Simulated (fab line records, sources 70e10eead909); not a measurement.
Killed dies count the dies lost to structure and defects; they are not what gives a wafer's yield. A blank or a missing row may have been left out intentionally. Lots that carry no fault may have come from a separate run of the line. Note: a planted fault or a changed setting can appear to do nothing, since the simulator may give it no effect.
fab line records	flow nand-harc
[record] lots = 13	wafers = 39	last-day = 31
route steps=1302 shown A_CONTACT@1050 A_BONDPAD@1215 END@1302
lots with no fault: from the same line, run without faults
start-h: the number of hours between the record's first day and the start of the first shown wafer of the lot	wait-h: hours elapsed since this lot's preceding step	" unchanged from the row above	L1.1+2: a row that stands for several wafers	- either no value or no given start	* or withheld: withheld	< > ~ a bound
route shown NAME@n: names a module that has steps shown in the file, with the first one's number in the route	usual: mean/standard deviation taken from wafers without a fault	same: alike in all rows	chamber/n: place in a boat	sites: the reading at each site	_std_site: standard deviation of those values	_edge_site: the outer-site mean with the inner-site mean subtracted	radius-mm: for every site, how far away it sits from the centre of the wafer	mask NAME#n: copy n	behind: tool/chamber where the wafer was last shaped	hold: why the lot went on hold/how many hours it stayed there/how the hold came to an end	device: transistor that didn't switch, given as n, p or np	end of line: the route-end tests of the same wafers	where a step has no rows: the recipe by itself	killed: the dies lost at the first sort to structure and to defects; this is not the yield of the wafer	map: a wafer's dies, marking killed ones x, the rest . and places with no die _
set.NAME: the setting as run; set.NAME@STEP: as run at that earlier step	model.NAME: the simulator's own value behind a step, which no gauge read
route steps across a sampled set of lots; one table per step, one row per wafer
services: when a tool's chamber went out of use (start-h, in hours from the record's first day, below 0 if earlier), for how many hours, and the reason
[[steps]]
[step NHARC_A_CONTACT_ETCH_127]
[recipe] source-w = withheld	pressure-mtorr = 20	bias-v = 3000	time-s = 197	target-depth-a = 19180	ar-flow-sccm = withheld	c4f8-flow-sccm = withheld	o2-flow-sccm = withheld	chemistry = C4F8/O2/Ar
lot.wafer	tool	chamber	start-h	wait-h	rf-hours-counter-h
L328.1	har-cap-etch-02	0	515.52	0.1	86
L328.2	"	1	"	"	86
L328.6	"	0	"	"	-
L330.2	har-cap-etch-02	1	522.86	0.1	88
L330.1	"	0	"	"	88
L330.5	"	0	"	"	-
L333.1	har-cap-etch-02	1	542.05	0.1	93
L333.2	"	0	"	"	93
L333.5	"	1	"	"	-
L334.3	har-cap-etch-02	1	562.48	0.1	-
L334.5	"	0	"	"	-
L334.6	"	1	"	"	-
L335.1	har-cap-etch-03	1	565.68	0.1	57
L335.3	"	1	"	"	-
L335.6	"	0	"	"	-
L336.1	har-cap-etch-03	1	597.12	0.1	61
L336.3	"	1	"	"	-
L336.5	"	1	"	"	-
L338.3	har-cap-etch-02	1	600.40	0.1	-
L338.6	"	0	"	"	-
L338.5	"	1	"	"	-
L339.3	har-cap-etch-03	1	610.10	0.1	-
L339.5	"	0	"	"	-
L339.6	"	1	"	"	-
L340.2	har-cap-etch-02	1	632.51	0.1	107
L340.3	"	0	"	"	-
L340.6	"	1	"	"	-
L341.1	har-cap-etch-03	1	640.24	0.1	70
L341.5	"	1	"	"	-
L341.6	"	0	"	"	-
L345.2	har-cap-etch-03	0	682.77	0.1	78
L345.3	"	0	"	"	-
L345.6	"	0	"	"	-
L347.2	har-cap-etch-02	0	684.69	0.1	117
L347.3	"	0	"	"	-
L347.5	"	0	"	"	-
L346.1	har-cap-etch-03	0	686.05	0.1	80
L346.5	"	0	"	"	-
L346.6	"	1	"	"	-
[step NHARC_A_BONDPAD_CD_MEAS_09]
[recipe] target-cd-nm = 500	landing-energy-ev = 500
[usual] cd-nm = 499.7/1.6
lot.wafer	tool	chamber	start-h	wait-h	cd-nm
L328.1	cd-sem-03	0	542.38	-	501.4
L328.2	"	0	"	"	500.9
L328.6	"	0	"	"	500.4
L330.1	cd-sem-03	0	550.46	-	498.8
L330.2	"	0	"	"	498.1
L330.5	"	0	"	"	499.5
L333.1	cd-sem-03	0	571.81	-	499.5
L333.2	"	0	"	"	501.9
L333.5	"	0	"	"	499.9
L334.3	cd-sem-02	0	587.64	-	500.7
L334.5	"	0	"	"	501.9
L334.6	"	0	"	"	499.8
L335.1	cd-sem-03	0	590.28	-	497.1
L335.3	"	0	"	"	496.4
L335.6	"	0	"	"	496.8
L336.1	cd-sem-02	0	623.51	-	499.9
L336.3	"	0	"	"	500.3
L336.5	"	0	"	"	499.4
L338.3	cd-sem-03	0	624.85	-	498.1
L338.5	"	0	"	"	496.1
L338.6	"	0	"	"	499.2
L339.3	cd-sem-02	0	638.50	-	500.5
L339.5	"	0	"	"	500.4
L339.6	"	0	"	"	500.8
L340.2	cd-sem-02	0	658.75	-	500.3
L340.3	"	0	"	"	500.2
L340.6	"	0	"	"	500.9
L341.1	cd-sem-02	0	667.08	-	500.3
L341.5	"	0	"	"	501.5
L341.6	"	0	"	"	501.4
L345.2	cd-sem-02	0	710.71	-	500.0
L345.3	"	0	"	"	498.7
L345.6	"	0	"	"	499.3
L347.2	cd-sem-03	0	714.24	-	499.9
L347.3	"	0	"	"	497.3
L347.5	"	0	"	"	498.1
L346.1	cd-sem-01	0	715.23	-	501.2
L346.5	"	0	"	"	499.9
L346.6	"	0	"	"	500.2
[step NHARC_A_BONDPAD_DESCUM_11]
[recipe] time-s = 3	o2-flow-sccm = 200	ar-flow-sccm = 0	bias-power-w = 0	chemistry = O2
[usual] drypump-motor-current-A = 5.7/0.43	oes-product-au = 0.998/0.0082	rf-vpp-V = 57.7/0.92	showerhead-plenum-p-Torr = 1.91/0.092	throttle-valve-pct = 11.312/0.0085
lot.wafer	tool	chamber	start-h	wait-h	drypump-motor-current-A	oes-product-au	rf-hours-counter-h	rf-vpp-V	showerhead-plenum-p-Torr	throttle-valve-pct
L328.1	rie-diel-04	0	542.60	-	5.4	1.001	0	56.3	1.86	11.305
L328.2	"	1	"	"	5.2	0.989	0	59.1	1.80	11.318
L328.6	"	0	"	"	5.5	0.996	-	56.2	1.86	11.296
L330.2	rie-diel-13	2	550.68	-	5.6	1.000	7	57.3	1.82	11.318
L330.1	"	0	"	"	6.5	0.998	7	59.0	1.86	11.311
L330.5	"	2	"	"	5.6	1.001	-	57.5	1.82	11.315
L333.1	rie-diel-10	0	572.02	-	5.8	1.002	3	57.6	2.00	11.308
L333.2	"	1	"	"	5.8	1.007	3	58.5	2.07	11.315
L333.5	"	1	"	"	5.8	1.002	-	58.8	2.07	11.296
L334.3	rie-diel-13	2	587.88	-	5.6	1.000	19	56.2	1.82	11.311
L334.6	"	0	"	"	6.5	0.997	-	57.6	1.85	11.322
L334.5	"	1	"	"	4.8	0.993	-	57.0	1.84	11.313
L335.3	rie-diel-10	2	590.49	-	5.9	1.000	4	56.4	1.84	11.309
L335.1	"	0	"	"	5.8	1.015	4	57.5	2.00	11.299
L335.6	"	3	"	"	6.0	0.984	-	57.7	1.86	11.323
L336.1	rie-diel-13	0	623.73	-	6.5	1.003	30	59.1	1.85	11.304
L336.3	"	1	"	"	4.8	0.995	28	57.9	1.84	11.321
L336.5	"	0	"	"	6.5	1.001	-	57.3	1.85	11.316
L338.3	rie-diel-04	2	625.08	-	5.7	1.021	12	57.3	1.89	11.311
L338.5	"	3	"	"	5.7	1.009	-	57.3	1.89	11.294
L338.6	"	0	"	"	5.5	0.989	-	58.8	1.86	11.311
L339.3	rie-diel-10	1	638.72	-	5.7	0.998	1	57.1	2.06	11.305
L339.6	"	0	"	"	5.8	0.992	-	59.1	2.00	11.301
L339.5	"	1	"	"	5.8	1.004	-	58.6	2.06	11.323
L340.2	rie-diel-04	3	658.96	-	5.7	0.999	19	57.9	1.89	11.323
L340.3	"	0	"	"	5.5	0.999	17	57.3	1.85	11.316
L340.6	"	3	"	"	5.7	1.006	-	58.7	1.89	11.315
L341.1	rie-diel-10	1	667.32	-	5.8	1.003	2	59.1	2.06	11.318
L341.6	"	2	"	"	5.9	1.001	-	56.2	1.84	11.306
L341.5	"	3	"	"	6.0	0.994	-	56.4	1.86	11.310
L345.2	rie-diel-13	0	710.92	-	6.5	1.007	1	57.2	1.84	11.307
L345.3	"	3	"	"	5.2	0.997	1	59.1	2.03	11.325
L345.6	"	0	"	"	6.5	1.009	-	56.7	1.84	11.313
L347.2	rie-diel-10	2	714.45	-	6.0	1.006	3	57.7	1.84	11.305
L347.3	"	1	"	"	5.8	0.999	3	57.9	2.06	11.309
L347.5	"	3	"	"	6.1	0.991	-	58.0	1.86	11.302
L346.1	rie-diel-10	0	715.45	-	5.8	1.006	3	56.4	2.00	11.314
L346.6	"	3	"	"	6.1	1.005	-	58.6	1.86	11.315
L346.5	"	0	"	"	5.8	0.994	-	57.9	2.00	11.303
[step NHARC_A_BONDPAD_PVD_17]
[recipe] target-thk-a = 50	bias-v = 168.6	power-w = 15000	chamber-pressure-pa = 0.12	time-s = 8.06	substrate-temp-c = 50	material = TaN
[usual] throttle-valve-pct = 30.1/1
lot.wafer	tool	chamber	start-h	wait-h	throttle-valve-pct
L328.1	pvd-sputter-03	-	-	-	29.5
L328.2	"	-	"	"	28.2
L328.6	"	-	"	"	29.6
L330.2	pvd-sputter-02	-	-	-	30.6
L330.1	"	-	"	"	30.6
L330.5	"	-	"	"	30.7
L333.2	pvd-sputter-01	-	-	-	29.4
L333.1	"	-	"	"	30.8
L333.5	"	-	"	"	29.6
L334.3	pvd-sputter-02	-	-	-	30.8
L334.5	"	-	"	"	30.0
L334.6	"	-	"	"	30.7
L335.3	pvd-sputter-02	-	-	-	30.5
L335.1	"	-	"	"	30.8
L335.6	"	-	"	"	30.7
L336.1	pvd-sputter-01	-	-	-	28.5
L336.3	"	-	"	"	31.8
L336.5	"	-	"	"	32.0
L338.3	pvd-sputter-03	-	-	-	29.5
L338.6	"	-	"	"	28.1
L338.5	"	-	"	"	29.6
L339.3	pvd-sputter-03	-	-	-	30.4
L339.5	"	-	"	"	29.4
L339.6	"	-	"	"	29.7
L340.3	pvd-sputter-03	-	-	-	29.8
L340.2	"	-	"	"	29.5
L340.6	"	-	"	"	30.4
L341.1	pvd-sputter-03	-	-	-	28.1
L341.5	"	-	"	"	29.5
L341.6	"	-	"	"	29.6
L345.3	pvd-sputter-01	-	-	-	31.0
L345.2	"	-	"	"	30.2
L345.6	"	-	"	"	31.1
L347.2	pvd-sputter-01	-	-	-	30.2
L347.3	"	-	"	"	32.1
L347.5	"	-	"	"	28.9
L346.1	pvd-sputter-01	-	-	-	32.1
L346.5	"	-	"	"	30.3
L346.6	"	-	"	"	28.8
[step NHARC_END_SORT_01]
[recipe] temp-c = 25
[usual] killed-at-array = 55/20	killed-at-other = 0.7/0.96	killed-at-periphery = 4.1/2.4	killed-dies = 60/20	killed-open = 3.3/1.9	killed-short = 2.8/1.6
[same] gross-dies = 677
lot.wafer	tool	chamber	start-h	wait-h	killed-at-array	killed-at-other	killed-at-periphery	killed-dies	killed-open	killed-short
L345.2	prober-01	0	741.12	2.8	120	0	7	127	2	2
L345.3	prober-01	0	741.92	3.1	112	0	2	114	3	0
L345.6	prober-01	0	744.32	4.0	142	0	8	150	7	6
L346.1	prober-01	0	748.13	2.5	143	0	1	144	2	3
L346.5	prober-01	0	751.34	3.7	123	0	0	123	1	0
L346.6	prober-01	0	752.14	4.0	161	0	1	162	2	4
// killed by level:class
L345.2 A_CONTACT:unspecified=66 A_CHANNEL_HOLE_D1:chamber-film-flake=20 A_CHANNEL_HOLE_D2:chamber-film-flake=20 A_CONTACT:chamber-film-flake=5 A_STAIRCASE:chamber-film-flake=4 P_GATE:chamber-film-flake=3 P_STI:chamber-film-flake=2 P_CONTACT:geometric-particle:short=1
L345.3 A_CONTACT:unspecified=62 A_CHANNEL_HOLE_D1:chamber-film-flake=18 A_CHANNEL_HOLE_D2:chamber-film-flake=16 A_STAIRCASE:chamber-film-flake=6 A_CONTACT:chamber-film-flake=5 P_GATE:chamber-film-flake=2 A_SLIT:chamber-film-flake=2 A_SOURCE_PLATE:geometric-particle:open=1
L345.6 A_CONTACT:unspecified=64 A_CHANNEL_HOLE_D1:chamber-film-flake=24 A_CHANNEL_HOLE_D2:chamber-film-flake=23 A_STAIRCASE:chamber-film-flake=10 P_GATE:chamber-film-flake=5 A_CONTACT:chamber-film-flake=5 P_STI:chamber-film-flake=3 A_ONON_D1:geometric-particle:open=2
L346.1 A_CONTACT:unspecified=55 A_SLIT:chamber-film-flake=27 A_CHANNEL_HOLE_D1:chamber-film-flake=26 A_CHANNEL_HOLE_D2:chamber-film-flake=21 A_CONTACT:chamber-film-flake=5 A_M0:geometric-particle:short=2 A_STAIRCASE:chamber-film-flake=2 A_CHANNEL_HOLE_D2:geometric-particle:short=1
L346.5 A_CONTACT:unspecified=57 A_CHANNEL_HOLE_D2:chamber-film-flake=23 A_CHANNEL_HOLE_D1:chamber-film-flake=22 A_SLIT:chamber-film-flake=17 A_CONTACT:chamber-film-flake=2 A_SGD_CUT:geometric-particle:open=1 A_STAIRCASE:chamber-film-flake=1
L346.6 A_CONTACT:unspecified=68 A_CHANNEL_HOLE_D2:chamber-film-flake=29 A_CHANNEL_HOLE_D1:chamber-film-flake=26 A_SLIT:chamber-film-flake=25 A_CONTACT:chamber-film-flake=8 A_M0:geometric-particle:short=2 P_GATE:geometric-particle:open=1 A_SGD_CUT:geometric-particle:short=1
[[services]]
tool	chamber	start-h	hours	kind
rie-diel-04	3	496.33	4.9	repair
rie-diel-10	0	502.12	-	clean
rie-diel-04	-	516.83	0.2	repair
rie-diel-13	-	520.02	9.0	pm
rie-diel-10	1	528.50	5.0	repair
pvd-sputter-01	-	530.60	2.3	repair
pvd-sputter-03	-	531.37	10.0	pm
rie-diel-04	-	532.07	9.0	pm
pvd-sputter-01	-	535.65	0.8	repair
har-cap-etch-02	-	544.62	0.4	repair
pvd-sputter-01	-	582.00	10.0	pm
har-cap-etch-03	-	586.65	1.4	repair
rie-diel-04	0	592.26	5.9	repair
rie-diel-10	-	596.59	9.0	pm
rie-diel-04	-	606.46	0.9	repair
pvd-sputter-01	-	606.46	3.1	repair
rie-diel-13	2	637.12	12.7	repair
pvd-sputter-02	-	638.02	10.0	pm
pvd-sputter-02	-	658.04	2.0	repair
pvd-sputter-01	-	667.06	2.0	repair
pvd-sputter-02	-	695.14	5.3	repair
rie-diel-13	-	697.13	9.0	pm
rie-diel-04	-	709.19	9.0	pm
pvd-sputter-03	-	709.37	10.0	pm
[[key]]
[first-sign] step = NHARC_END_SORT_01	reading = killed-at-array	direction = up	sigmas = 3.9	usual = 55	struck = 134
[effect] step = NHARC_END_SORT_01	reading = killed-dies	direction = up	sigmas = 3.9	usual = 60	struck = 137
[more-kills-born-at] NHARC_A_CONTACT_ETCH_127@har-cap-etch-03 = 370
met-at NHARC_A_CONTACT_ETCH_127
struck-lots L345,L346
tester-left-out L345,L346
not-acting-at NHARC_A_BONDPAD_CD_MEAS_09,NHARC_A_BONDPAD_DESCUM_11,NHARC_A_BONDPAD_PVD_17
onset-between 640.24 682.77
[fault] kind = chamber-particle-source	tool = har-cap-etch-03	chamber = -	onset-h = 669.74	steps = NHARC_A_CONTACT_ETCH_127	rate-per-visit-cm2 = 0.39444	end-h = 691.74
// tester-left-out: of these lots the tester's yield and bins aren't shown, on N5 and GAA mostly nor the transistor test; their killed dies are dies lost to structure and defects alone, not to doping, threshold or leakage, so they don't give the yield
